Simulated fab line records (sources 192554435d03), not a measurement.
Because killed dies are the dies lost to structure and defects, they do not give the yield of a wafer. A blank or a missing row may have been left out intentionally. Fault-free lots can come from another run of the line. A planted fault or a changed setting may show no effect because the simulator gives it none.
Lot-split experiment | flow n5_finfet | 21 wafers read across 7 lots, on a route 1938 steps long

== ABOUT THE SPLIT ==
At N5_BEOL_M7_COAT_71 (time 60 s, resist thk 5 nm), the setting spin_rpm was moved away from the recipe's 1500 rpm on 8 of the 21 wafers read, by -7.3% to +6.3%. All remaining wafers had this setting at the recipe value.

== FROM THE SPLIT TO THE READING: what the file shows between them, 4 steps ==
- N5_BEOL_M7_EXPOSE_25: exposes mask V6, target cd 40 nm (also split here: dose_mj)
- N5_BEOL_M7_PEB_26: peb time 60 s
- N5_BEOL_M7_DEVELOP_27: develop time 30 s
- N5_BEOL_M7_DESCUM_33: chemistry O2, time 7 s

== THE READING ==
etch.depth_nm (the simulator's own value, which no gauge read), in nm, at N5_BEOL_M7_ETCH_72 (etches underlayer in N2/H2, target depth 6.5 nm, time 5.2 s). No usual value for it is given in the file. Across the 13 wafers here that went through the recipe, the average is 4.996 nm and the standard deviation 0.012 nm.

wafer  | tool, chamber at the split | spin_rpm as run, rpm | against the recipe | etch.depth_nm, nm | against lot-mates on the recipe
L083.2 | litho_track-05, 0          | 1500                 | recipe             | 5                 | -
L083.5 | litho_track-05, 0          | 1500                 | recipe             | 4.995             | -
L083.6 | litho_track-05, 0          | 1431                 | -4.6%              | 5.126             | +0.128
L084.2 | litho_track-05, 0          | 1589                 | +5.9%              | 4.834             | -0.150
L084.4 | litho_track-05, 0          | 1589                 | +5.9%              | 4.853             | -0.131
L084.5 | litho_track-05, 0          | 1500                 | recipe             | 4.984             | -
L086.1 | litho_track-04, 0          | 1500                 | recipe             | 4.985             | -
L086.4 | litho_track-04, 0          | 1500                 | recipe             | 4.988             | -
L086.6 | litho_track-04, 0          | 1500                 | recipe             | 4.988             | -
L089.1 | litho_track-04, 0          | 1582                 | +5.5%              | 4.876             | -0.129
L089.4 | litho_track-04, 0          | 1500                 | recipe             | 5.015             | -
L089.5 | litho_track-04, 0          | 1500                 | recipe             | 4.996             | -
L091.1 | litho_track-02, 0          | 1500                 | recipe             | 5.012             | -
L091.2 | litho_track-02, 0          | 1500                 | recipe             | 5.005             | -
L091.3 | litho_track-02, 0          | 1500                 | recipe             | 4.995             | -
L093.1 | litho_track-04, 0          | 1594                 | +6.3%              | 4.84              | -0.133
L093.4 | litho_track-04, 0          | 1500                 | recipe             | 4.973             | -
L093.6 | litho_track-04, 0          | 1594                 | +6.3%              | 4.835             | -0.138
L096.4 | litho_track-04, 0          | 1390                 | -7.3%              | 5.193             | +0.183
L096.5 | litho_track-04, 0          | 1500                 | recipe             | 5.01              | -
L096.6 | litho_track-04, 0          | 1390                 | -7.3%              | 5.22              | +0.210

THE FIT
A straight line over all 21 wafers: etch.depth_nm changes by -0.0266 nm for each +1% of spin_rpm; r = -0.99; the points scatter about the line by 0.013 nm.
The same after taking each lot's own level away (the mean of its wafers on the recipe; 21 wafers): -0.0247 nm for each +1%; r = -0.99; scatter 0.01 nm.
According to that fit, moving spin_rpm by its largest amount changes the reading by 0.18 nm.
Measured against the standard deviation above, the lots' own levels, which go from 4.9730 to 5.0100 nm, span 3.1 times it.
Hence the lot-to-lot level has little effect on the slope; both slopes agree.
Check: with one of the wafers moved furthest among these (-7.3%) left out of the fit, the line predicts +0.187 nm for it against its lot-mates. Against them it came out at +0.183 nm.

== THESE WAFERS: OTHER SPLITS ==
Note: prior to the reading, these wafers also went through further splits. Each is held against what the fit with the lots' levels taken away leaves over:
other split on the same wafers   | wafers away from the commonest value | r with etch.depth_nm (lot level and that fit taken away)
N5_BEOL_M5_COAT_05 spin_rpm      | 8                                    | -0.11
N5_BEOL_M6_TRENCH_ETCH_37 time_s | 9                                    | -0.48
N5_BEOL_M7_EXPOSE_25 dose_mj     | 8                                    | +0.31

== FILE'S OWN FIT ==
etch.depth_nm changes by -0.0247 nm for each +1% of spin_rpm, r = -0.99.
